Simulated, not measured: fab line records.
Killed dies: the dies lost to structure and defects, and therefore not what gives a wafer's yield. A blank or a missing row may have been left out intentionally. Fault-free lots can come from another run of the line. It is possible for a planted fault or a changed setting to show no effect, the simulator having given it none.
Chamber matching	flow nand_harc	NHARC_P_CONTACT_CMP_24 on cmp-02 has 4 sister chambers
The step polishes, t overpolish 30 s, target thk 200 nm. 4 wafers are shown with their chamber, then 10 later ones without.

== WAFERS, EACH WITH ITS CHAMBER ==
wafer	chamber	motor_current_A (A)
L081.5	3	14.8
L084.5	2	11.2
L086.1	1	11.0
L086.4	0	11.7

== WAFERS WHOSE CHAMBER IS MISSING ==
wafer	motor_current_A (A)
L086.6	15.4
L091.1	11.2
L091.4	15.7
L091.5	12.0
L095.2	12.3
L095.4	11.1
L095.6	11.2
L097.1	12.2
L097.2	11.8
L097.6	11.6

== CHAMBER TAKEN BY EACH ==
wafer	from the rows above	in truth
L086.6	3	3
L091.1	can't be placed: 2 or 1 or 0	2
L091.4	3	3
L091.5	can't be placed: 0 or 2 or 1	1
L095.2	can't be placed: 0 or 2 or 1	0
L095.4	can't be placed: 1 or 2 or 0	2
L095.6	can't be placed: 2 or 1 or 0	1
L097.1	can't be placed: 0 or 2 or 1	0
L097.2	can't be placed: 0 or 2 or 1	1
L097.6	can't be placed: 0 or 2 or 1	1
Placed correctly: 2 of 10. Cannot be placed on the basis of these rows: 8; the candidates contain the true chamber in 8. Placed wrongly: 0.
How it was worked out, from the rows above alone: a wafer's distance from a chamber is the root of the sum, over the readings, of the square of ((its reading less the chamber's mean) divided by the reading's scatter). If the next closest chamber is less than 2 further off than the closest, the wafer can't be placed; otherwise it belongs to the closest. The mean given for a chamber averages the wafers shown for that chamber. The scatter: with one shown wafer a chamber, the root of the mean of the squares of how far each hidden wafer lies from its nearest shown one.
